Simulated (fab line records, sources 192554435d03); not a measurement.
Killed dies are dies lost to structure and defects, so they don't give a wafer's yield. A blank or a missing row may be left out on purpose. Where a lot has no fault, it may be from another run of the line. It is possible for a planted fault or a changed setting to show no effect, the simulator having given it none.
fab line records	flow n5Finfet	part 1 of 2: steps 1 to 4 of 6
record: lots: 22	wafers: 66	lastDay: 17
route steps=1938 shown MOL_CONTACT_COAG@606 BEOL_M0_SAQP@664 BEOL_M0@742
lots that met no fault: taken from a fault-free run of the same line
startH: hours from the record's opening day to when the first of the lot's shown wafers began	waitH: hours elapsed since this lot's preceding step	" as in the row above	L1.1+2: one row covering several wafers at once	- no value present, or no start provided	* or withheld: withheld	< > ~ a bound
route shown NAME@n: names a module that has steps shown in the file, with the first one's number in the route	usual: mean/standard deviation taken from wafers without a fault	same: alike in all rows	chamber/n: place in a boat	sites: each site's reading	_std_site: the values' standard deviation	_edge_site: inner sites' mean taken away from outer sites' mean	radiusMm: for every site, how far away it sits from the centre of the wafer	mask NAME#n: copy n	behind: the most recent tool/chamber to have shaped the wafer	hold: the reason the lot was held/the length of the hold in hours/how it ended	device: which transistor (n, p or np) failed to switch	end of line: the tests these same wafers got at the end of their route	for a step that has no rows: nothing shown but its recipe	killed: not the wafer's yield, but the dies lost to structure and defects at the first sort	map: a wafer's dies, x killed, . not, _ none there
set.NAME: setting as actually run; set.NAME@STEP: the setting as run at that earlier step	model.NAME: the simulator's own value behind a step, which no gauge read
route steps across a sampled set of lots; one table per step, one row per wafer
services: from which hour (startH, from the record's first day; less than 0 if before it) a tool's chamber was out of use, for how many hours, and why
== steps ==
step: N5_MOL_CONTACT_COAG_ETCH_65
recipe: chemistry: N2/H2	target: underlayer	targetDepthA: 130	maskMaterial: CAR-EUV	timeS: 10.4	ionEnergyEv: 200	pressureMtorr: 30	sourceW: 840	biasW: 150	n2FlowSccm: 200	h2FlowSccm: 200	ends: cleared
usual: drypumpMotorCurrentA: 5.65/0.26	etchRfOnTimeS: 10.39/0.3	oesProductAu: 0.63/0.05	rfVppV: 524.0/2.2	showerheadPlenumPTorr: 2.55/0.076	throttleValvePct: 17.96/0.22
lot.wafer	tool	chamber	startH	waitH	drypumpMotorCurrentA	etchRfOnTimeS	oesProductAu	rfHoursCounterH	rfVppV	showerheadPlenumPTorr	throttleValvePct
L074.2	rieDiel-02	2	102.76	0.0	5.40	10.19	0.63	195	522.8	2.53	17.80
L074.3	"	0	"	"	5.57	10.96	0.59	189	523.7	2.52	17.66
L074.5	"	0	"	"	5.62	10.92	0.60	-	523.3	2.52	17.67
L075.2	rieDiel-03	0	104.30	0.0	5.56	10.24	0.68	122	521.2	2.47	18.06
L075.3	"	1	"	"	5.30	10.23	0.62	163	526.4	2.64	17.88
L075.4	"	3	"	"	5.94	10.55	0.77	26	527.8	2.71	17.74
L076.1	rieDiel-03	2	111.81	0.0	6.09	10.50	0.62	199	523.3	2.52	17.82
L076.2	"	0	"	"	5.56	10.21	0.68	125	520.6	2.47	18.07
L076.5	"	2	"	"	6.13	10.53	0.61	-	523.8	2.52	17.80
L077.1	rieDiel-03	1	120.09	0.0	5.29	10.06	0.63	169	524.0	2.64	17.87
L077.2	"	2	"	"	6.07	10.46	0.61	202	522.7	2.52	17.81
L077.3	"	0	"	"	5.58	10.22	0.67	129	521.8	2.46	18.08
L078.2	rieDiel-03	1	120.58	0.0	5.31	10.24	0.62	169	525.6	2.64	17.88
L078.3	"	2	"	"	6.08	10.65	0.62	202	523.1	2.52	17.81
L078.6	"	3	"	"	5.92	10.59	0.76	-	527.7	2.70	17.76
L079.1	rieDiel-02	3	125.94	0.0	5.57	10.26	0.64	189	523.7	2.52	18.24
L079.4	"	0	"	"	5.60	10.81	0.59	198	523.3	2.51	17.68
L079.5	"	3	"	"	5.57	10.21	0.64	-	524.3	2.52	18.23
L080.2	rieDiel-06	2	137.61	0.0	6.27	10.07	0.60	240	519.7	2.40	18.10
L080.3	"	1	"	"	5.42	10.37	0.64	188	524.9	2.53	18.22
L080.6	"	0	"	"	5.80	10.12	0.65	-	527.2	2.66	18.00
L081.1	rieDiel-02	1	141.42	0.0	5.87	10.29	0.63	200	525.4	2.63	18.18
L081.3	"	2	"	"	5.40	10.13	0.63	210	522.0	2.52	17.82
L081.6	"	3	"	"	5.58	10.28	0.63	-	522.5	2.52	18.25
L082.2	rieDiel-02	1	146.12	0.0	5.86	10.40	0.63	201	525.4	2.63	18.16
L082.3	"	3	"	"	5.58	10.20	0.64	196	523.7	2.51	18.26
L082.5	"	3	"	"	5.55	10.29	0.63	-	523.4	2.51	18.26
L083.1	rieDiel-02	2	150.43	0.0	5.36	10.22	0.62	213	524.1	2.52	17.82
L083.2	"	0	"	"	5.57	11.09	0.58	208	523.6	2.51	17.70
L083.6	"	0	"	"	5.56	11.03	0.58	-	522.1	2.51	17.68
L084.2	rieDiel-02	2	163.48	0.0	5.37	10.00	0.63	219	523.2	2.52	17.84
L084.3	"	1	"	"	5.87	10.36	0.62	207	526.4	2.62	18.17
L084.6	"	3	"	"	5.58	10.04	0.63	-	523.9	2.51	18.27
L085.1	rieDiel-02	3	163.88	0.0	5.56	10.12	0.64	205	523.5	2.51	18.27
L085.2	"	1	"	"	5.88	10.35	0.63	207	525.2	2.62	18.17
L085.3	"	2	"	"	5.34	9.98	0.63	219	523.8	2.52	17.84
L086.3	rieDiel-06	3	175.70	0.0	5.24	10.58	0.63	165	521.7	2.43	17.63
L086.5	"	0	"	"	5.83	10.34	0.63	-	525.9	2.65	18.04
L086.6	"	3	"	"	5.24	10.54	0.62	-	519.6	2.43	17.62
L087.3	rieDiel-03	3	180.84	0.0	5.91	10.56	0.73	52	527.8	2.69	17.78
L087.4	"	1	"	"	5.26	10.24	0.61	189	525.7	2.63	17.91
L087.5	"	2	"	"	6.14	10.71	0.59	-	523.2	2.51	17.86
L088.1	rieDiel-03	2	185.40	0.0	6.08	10.52	0.60	223	523.6	2.51	17.85
L088.4	"	1	"	"	5.32	10.00	0.61	190	527.5	2.63	17.92
L088.5	"	0	"	"	5.57	10.26	0.66	-	521.0	2.46	18.13
L089.1	rieDiel-02	2	187.85	0.0	5.41	10.08	0.61	228	521.4	2.52	17.84
L089.2	"	1	"	"	5.85	10.41	0.62	216	525.4	2.62	18.18
L089.6	"	2	"	"	5.38	10.07	0.62	-	522.6	2.52	17.86
L090.3	rieDiel-02	1	194.36	0.0	5.88	10.22	0.62	219	526.3	2.62	18.19
L090.4	"	3	"	"	5.56	10.20	0.63	213	522.1	2.51	18.30
L090.5	"	1	"	"	5.88	10.17	0.62	-	523.8	2.62	18.20
L091.2	rieDiel-02	3	201.54	0.0	5.57	10.36	0.62	215	523.2	2.51	18.28
L091.3	"	2	"	"	5.43	10.13	0.61	234	522.8	2.51	17.88
L091.6	"	0	"	"	5.54	11.04	0.58	-	522.6	2.50	17.72
L092.1	rieDiel-02	2	206.58	0.0	5.36	10.10	0.61	235	523.1	2.51	17.88
L092.2	"	3	"	"	5.55	10.20	0.62	217	522.6	2.51	18.30
L092.5	"	3	"	"	5.56	10.14	0.62	-	523.4	2.51	18.29
L093.1	rieDiel-06	2	212.25	0.0	6.27	10.13	0.82	6	528.3	2.72	17.59
L093.2	"	1	"	"	5.43	10.50	0.62	218	522.5	2.52	18.26
L093.5	"	1	"	"	5.44	10.60	0.60	-	521.7	2.52	18.24
L094.1	rieDiel-02	2	215.20	0.0	5.42	10.06	0.62	239	522.6	2.51	17.87
L094.2	"	1	"	"	5.89	10.35	0.61	226	524.9	2.62	18.20
L094.4	"	0	"	"	5.63	10.95	0.58	228	522.8	2.50	17.74
L095.1	rieDiel-02	3	224.72	0.0	5.57	10.16	0.62	224	523.2	2.50	18.33
L095.3	"	0	"	"	5.57	11.01	0.57	232	522.8	2.50	17.73
L095.6	"	3	"	"	5.56	10.14	0.63	-	522.5	2.50	18.31
step: N5_BEOL_M0_SAQP_SPACER1_ETCHBACK_99
recipe: chemistry: CHF3/O2	mode: anisotropicEtchback	target: SiO2	targetDepthA: 154	timeS: 7.7	pressureMtorr: 30	sourceW: 650	biasW: 170	Ar_flow_sccm: 200	CHF3_flow_sccm: 50	O2_flow_sccm: 5	ionEnergyEv: 200
usual: drypumpMotorCurrentA: 5.7/0.42	oesProductAu: 0.80/0.076	rfVppV: 521/11	showerheadPlenumPTorr: 2.42/0.085	throttleValvePct: 18.87/0.15
lot.wafer	tool	chamber	startH	waitH	drypumpMotorCurrentA	oesProductAu	rfHoursCounterH	rfVppV	showerheadPlenumPTorr	throttleValvePct
L075.2	rieDiel-04	2	111.76	0.3	5.6	0.67	247	526	2.28	18.95
L075.3	"	3	"	"	5.7	0.69	226	520	2.28	18.96
L075.4	"	0	"	"	5.1	0.78	134	509	2.43	18.85
L074.2	rieDiel-05	0	112.37	0.3	5.9	0.68	247	534	2.47	19.15
L074.3	"	2	"	"	5.3	0.81	86	544	2.43	19.02
L074.5	"	3	"	"	6.2	0.75	-	508	2.47	18.80
L076.1	rieDiel-04	0	119.58	0.3	5.1	0.78	136	511	2.43	18.85
L076.2	"	1	"	"	5.8	0.90	28	527	2.55	18.84
L076.5	"	0	"	"	5.1	0.78	-	511	2.43	18.84
L077.1	rieDiel-05	2	128.68	0.3	5.3	0.81	91	541	2.43	19.02
L077.2	"	3	"	"	6.2	0.73	205	506	2.47	18.84
L077.3	"	3	"	"	6.2	0.72	-	507	2.47	18.84
L078.2	rieDiel-01	1	131.88	0.4	6.3	0.87	40	511	2.36	18.61
L078.3	"	3	"	"	6.0	0.79	135	520	2.43	18.83
L078.6	"	3	"	"	6.0	0.79	-	520	2.43	18.82
L079.1	rieDiel-01	2	135.47	0.4	5.1	0.83	83	513	2.36	18.99
L079.4	"	2	"	"	5.1	0.82	-	512	2.36	18.99
L079.5	"	1	"	"	6.4	0.86	-	512	2.36	18.61
L080.2	rieDiel-04	3	147.02	0.3	5.7	0.68	240	518	2.28	18.99
L080.3	"	2	"	"	5.6	0.97	1	537	2.57	18.54
L080.6	"	3	"	"	5.7	0.69	-	520	2.28	19.01
L081.1	rieDiel-04	3	156.36	0.3	5.7	0.69	243	520	2.27	19.02
L081.3	"	0	"	"	5.1	0.77	149	509	2.42	18.88
L081.6	"	1	"	"	5.8	0.87	-	525	2.55	18.85
L082.2	rieDiel-04	3	156.97	0.3	5.7	0.68	243	520	2.27	19.00
L082.3	"	2	"	"	5.5	0.95	3	535	2.57	18.54
L082.5	"	3	"	"	5.7	0.68	-	521	2.27	19.01
L083.1	rieDiel-05	3	160.33	0.3	6.2	0.71	217	507	2.46	18.86
L083.2	"	0	"	"	5.9	0.96	3	533	2.46	18.77
L083.6	"	2	"	"	5.3	0.79	-	542	2.42	19.03
L084.2	rieDiel-05	0	172.76	0.3	5.9	0.94	7	534	2.46	18.77
L084.3	"	2	"	"	5.3	0.80	107	541	2.42	19.04
L084.6	"	1	"	"	6.1	0.80	-	519	2.35	19.03
L085.1	rieDiel-04	0	174.51	0.3	5.1	0.75	156	510	2.42	18.89
L085.2	"	3	"	"	5.7	0.68	249	521	2.27	19.00
L085.3	"	2	"	"	5.6	0.92	10	534	2.57	18.55
L086.3	rieDiel-04	1	184.69	0.3	5.8	0.86	52	524	2.54	18.88
L086.5	"	1	"	"	5.8	0.86	-	526	2.54	18.88
L086.6	"	0	"	"	5.1	0.74	-	510	2.42	18.91
L087.3	rieDiel-04	1	190.73	0.3	5.8	0.86	53	526	2.54	18.89
L087.4	"	2	"	"	5.6	0.92	16	536	2.56	18.60
L087.5	"	1	"	"	5.8	0.86	-	525	2.54	18.89
L088.1	rieDiel-05	2	193.04	0.3	5.3	0.79	113	542	2.42	19.05
L088.4	"	3	"	"	6.2	0.72	227	507	2.46	18.86
L088.5	"	2	"	"	5.3	0.79	-	542	2.42	19.07
L089.1	rieDiel-05	1	197.85	0.3	6.1	0.79	114	518	2.34	19.05
L089.2	"	2	"	"	5.3	0.79	115	542	2.42	19.07
L089.6	"	2	"	"	5.3	0.79	-	540	2.42	19.07
L090.3	rieDiel-04	2	203.40	0.3	5.6	0.90	20	534	2.56	18.58
L090.4	"	3	"	"	5.7	0.95	-	528	2.56	18.65
L090.5	"	1	"	"	5.9	0.86	-	523	2.54	18.89
L091.2	rieDiel-05	2	209.17	0.3	5.3	0.80	117	541	2.42	19.06
L091.3	"	3	"	"	6.2	0.71	233	508	2.46	18.89
L091.6	"	1	"	"	6.1	0.79	-	520	2.34	19.04
L092.1	rieDiel-01	2	215.20	0.3	5.2	0.80	116	513	2.34	19.05
L092.2	"	3	"	"	6.0	0.76	162	521	2.42	18.87
L092.5	"	1	"	"	6.3	0.82	-	511	2.35	18.66
L093.1	rieDiel-04	3	221.24	0.3	5.7	0.94	10	529	2.56	18.66
L093.2	"	0	"	"	5.1	0.76	169	511	2.41	18.89
L093.5	"	3	"	"	5.7	0.93	-	529	2.56	18.66
L094.1	rieDiel-01	1	223.45	0.3	6.4	0.81	77	511	2.35	18.66
L094.2	"	2	"	"	5.1	0.79	119	513	2.34	19.06
L094.4	"	1	"	"	6.3	0.81	-	510	2.35	18.65
L095.1	rieDiel-01	2	233.11	0.4	5.2	0.78	124	513	2.34	19.06
L095.3	"	3	"	"	6.0	0.75	169	519	2.42	18.87
L095.6	"	2	"	"	5.1	0.79	-	514	2.34	19.05
step: N5_BEOL_M0_SAQP_RECESS_104
recipe: chemistry: HF/NH3	target: SiO2	targetDepthA: 180	afsCycles: 3	tempC: 30	sublimationTempC: 180	sublimationTimeS: 60
usual: drypumpMotorCurrentA: 5.41/0.19
lot.wafer	tool	chamber	startH	waitH	drypumpMotorCurrentA
L075.2	vaporEtch-02	1	112.45	0.1	5.30
L075.3	"	0	"	"	5.52
L075.4	"	1	"	"	5.30
L074.2	vaporEtch-02	0	113.17	0.3	5.49
L074.3	"	0	"	"	5.48
L074.5	"	0	"	"	5.50
L076.1	vaporEtch-01	1	120.05	0.1	5.69
L076.2	"	0	"	"	5.17
L076.5	"	1	"	"	5.69
L077.1	vaporEtch-02	1	129.25	0.1	5.33
L077.2	"	0	"	"	5.52
L077.3	"	0	"	"	5.49
L078.2	vaporEtch-02	1	132.34	0.1	5.28
L078.3	"	0	"	"	5.51
L078.6	"	0	"	"	5.50
L079.1	vaporEtch-01	0	136.00	0.1	5.17
L079.4	"	0	"	"	5.16
L079.5	"	1	"	"	5.70
L080.2	vaporEtch-01	1	147.47	0.1	5.70
L080.3	"	1	"	"	5.70
L080.6	"	1	"	"	5.70
L081.1	vaporEtch-02	1	156.82	0.1	5.29
L081.3	"	1	"	"	5.31
L081.6	"	0	"	"	5.50
L082.2	vaporEtch-01	0	157.51	0.1	5.19
L082.3	"	1	"	"	5.70
L082.5	"	1	"	"	5.71
L083.1	vaporEtch-02	0	160.91	0.1	5.49
L083.2	"	1	"	"	5.29
L083.6	"	0	"	"	5.50
L084.2	vaporEtch-02	1	173.21	0.1	5.33
L084.3	"	1	"	"	5.30
L084.6	"	1	"	"	5.29
L085.1	vaporEtch-01	0	174.99	0.1	5.15
L085.2	"	1	"	"	5.69
L085.3	"	0	"	"	5.17
L086.3	vaporEtch-02	0	185.27	0.2	5.51
L086.5	"	0	"	"	5.51
L086.6	"	1	"	"	5.25
L087.3	vaporEtch-02	1	191.31	0.2	5.30
L087.4	"	0	"	"	5.51
L087.5	"	1	"	"	5.28
L088.1	vaporEtch-01	0	193.55	0.1	5.18
L088.4	"	0	"	"	5.16
L088.5	"	1	"	"	5.72
L089.1	vaporEtch-02	1	198.38	0.1	5.29
L089.2	"	0	"	"	5.52
L089.6	"	0	"	"	5.51
L090.3	vaporEtch-01	0	203.98	0.2	5.19
L090.4	"	1	"	"	5.73
L090.5	"	1	"	"	5.70
L091.2	vaporEtch-02	0	209.62	0.1	5.49
L091.3	"	0	"	"	5.50
L091.6	"	0	"	"	5.49
L092.1	vaporEtch-02	0	215.65	0.1	5.52
L092.2	"	1	"	"	5.32
L092.5	"	1	"	"	5.32
L093.1	vaporEtch-02	0	221.70	0.1	5.50
L093.2	"	1	"	"	5.27
L093.5	"	0	"	"	5.53
L094.1	vaporEtch-01	0	223.99	0.1	5.18
L094.2	"	1	"	"	5.69
L094.4	"	1	"	"	5.71
L095.1	vaporEtch-02	1	233.58	0.1	5.26
L095.3	"	1	"	"	5.28
L095.6	"	0	"	"	5.52
step: N5_BEOL_M0_SAQP_ETCH_106
recipe: chemistry: N2/H2	target: SOC	targetDepthA: 1500	stopOn: SiNx	ionEnergyEv: 100	biasW: 61	pressureMtorr: 30	sourceW: 850	n2FlowSccm: 200	h2FlowSccm: 200
usual: drypumpMotorCurrentA: 5.8/0.42	oesProductAu: 0.80/0.072	rfVppV: 241.0/1.5	showerheadPlenumPTorr: 2.55/0.095	throttleValvePct: 17.75/0.19
lot.wafer	tool	chamber	startH	waitH	drypumpMotorCurrentA	oesProductAu	rfHoursCounterH	rfVppV	showerheadPlenumPTorr	throttleValvePct
L075.2	rieDiel-01	2	112.97	-	5.2	0.83	74	239.3	2.47	17.82
L075.3	"	1	"	"	6.3	0.87	31	239.8	2.49	17.57
L075.4	"	1	"	"	6.3	0.86	-	238.7	2.49	17.57
L074.2	rieDiel-01	1	113.70	-	6.4	0.87	32	239.3	2.49	17.58
L074.3	"	0	"	"	6.1	0.72	202	241.7	2.62	17.80
L074.5	"	2	"	"	5.2	0.82	-	239.5	2.46	17.82
L076.1	rieDiel-05	1	120.75	-	6.1	0.80	90	239.2	2.46	17.77
L076.2	"	3	"	"	6.2	0.73	202	241.7	2.63	17.86
L076.5	"	2	"	"	5.3	0.80	-	243.6	2.59	18.05
L077.1	rieDiel-04	1	129.89	-	5.8	0.88	32	242.7	2.70	17.77
L077.2	"	3	"	"	5.7	0.68	233	237.4	2.39	17.83
L077.3	"	0	"	"	5.1	0.76	140	241.1	2.53	17.54
L078.2	rieDiel-05	2	132.79	-	5.3	0.80	93	240.2	2.59	18.04
L078.3	"	3	"	"	6.2	0.73	207	241.1	2.62	17.88
L078.6	"	1	"	"	6.1	0.80	-	241.5	2.46	17.77
L079.1	rieDiel-04	0	136.45	-	5.1	0.75	143	241.7	2.52	17.56
L079.4	"	3	"	"	5.7	0.68	-	238.3	2.39	17.84
L079.5	"	0	"	"	5.1	0.76	-	239.7	2.52	17.56
L080.2	rieDiel-04	2	148.00	-	5.6	0.95	1	242.4	2.71	17.30
L080.3	"	3	"	"	5.7	0.67	240	238.9	2.38	17.86
L080.6	"	1	"	"	5.9	0.87	-	241.5	2.70	17.78
L081.1	rieDiel-05	0	157.37	-	5.9	0.95	1	242.2	2.61	17.79
L081.3	"	1	"	"	6.2	0.79	101	238.0	2.45	17.78
L081.6	"	2	"	"	5.3	0.80	-	241.0	2.58	18.07
L082.2	rieDiel-04	2	157.96	-	5.6	0.94	4	242.4	2.71	17.29
L082.3	"	1	"	"	5.8	0.86	41	243.8	2.70	17.79
L082.5	"	2	"	"	5.6	0.93	-	242.6	2.71	17.29
L083.1	rieDiel-05	0	161.36	-	5.9	0.95	3	242.1	2.61	17.79
L083.2	"	1	"	"	6.2	0.79	103	239.3	2.45	17.79
L083.6	"	2	"	"	5.3	0.79	-	240.7	2.58	18.08
L084.2	rieDiel-04	3	173.66	-	5.7	0.67	249	240.2	2.38	17.88
L084.3	"	1	"	"	5.8	0.85	47	241.4	2.70	17.82
L084.6	"	3	"	"	5.7	0.68	-	239.5	2.38	17.85
L085.1	rieDiel-05	3	175.43	-	6.3	0.71	222	241.7	2.62	17.90
L085.2	"	2	"	"	5.3	0.78	108	240.8	2.58	18.06
L085.3	"	0	"	"	5.9	0.92	7	241.4	2.61	17.78
L086.3	rieDiel-01	3	185.59	-	6.0	0.76	150	240.6	2.54	17.56
L086.5	"	3	"	"	6.0	0.76	-	242.0	2.54	17.57
L086.6	"	2	"	"	5.2	0.80	-	238.8	2.45	17.85
L087.3	rieDiel-01	1	191.64	-	6.3	0.82	63	239.8	2.48	17.61
L087.4	"	2	"	"	5.2	0.79	-	239.5	2.45	17.86
L087.5	"	3	"	"	6.0	0.76	-	240.1	2.54	17.58
L088.1	rieDiel-04	3	194.00	-	5.7	0.94	2	242.2	2.70	17.47
L088.4	"	0	"	"	5.1	0.75	163	239.8	2.52	17.59
L088.5	"	3	"	"	5.7	0.94	-	242.5	2.70	17.45
L089.1	rieDiel-05	2	198.83	-	5.3	0.77	115	242.3	2.58	18.07
L089.2	"	3	"	"	6.2	0.71	229	240.4	2.61	17.92
L089.6	"	3	"	"	6.2	0.71	-	242.1	2.61	17.90
L090.3	rieDiel-01	1	204.31	-	6.3	0.81	69	240.8	2.48	17.63
L090.4	"	1	"	"	6.3	0.82	-	240.4	2.48	17.64
L090.5	"	2	"	"	5.2	0.79	-	239.1	2.45	17.87
L091.2	rieDiel-05	1	210.07	-	6.1	0.78	118	239.1	2.45	17.81
L091.3	"	3	"	"	6.2	0.70	233	241.1	2.61	17.90
L091.6	"	1	"	"	6.1	0.78	-	238.6	2.45	17.81
L092.1	rieDiel-01	1	216.10	-	6.4	0.81	75	239.6	2.48	17.65
L092.2	"	2	"	"	5.1	0.78	117	239.2	2.45	17.86
L092.5	"	1	"	"	6.4	0.81	-	239.0	2.47	17.65
L093.1	rieDiel-05	0	222.15	-	5.9	0.89	22	241.7	2.60	17.80
L093.2	"	3	"	"	6.2	0.70	236	243.2	2.61	17.90
L093.5	"	0	"	"	5.9	0.88	-	242.3	2.60	17.82
L094.1	rieDiel-01	1	224.44	-	6.4	0.80	77	240.8	2.47	17.65
L094.2	"	3	"	"	6.0	0.75	165	240.4	2.53	17.59
L094.4	"	3	"	"	6.0	0.75	-	240.8	2.53	17.59
L095.1	rieDiel-04	0	234.03	-	5.1	0.74	173	240.4	2.51	17.60
L095.3	"	3	"	"	5.7	0.90	15	244.6	2.69	17.49
L095.6	"	0	"	"	5.1	0.74	-	241.5	2.51	17.61
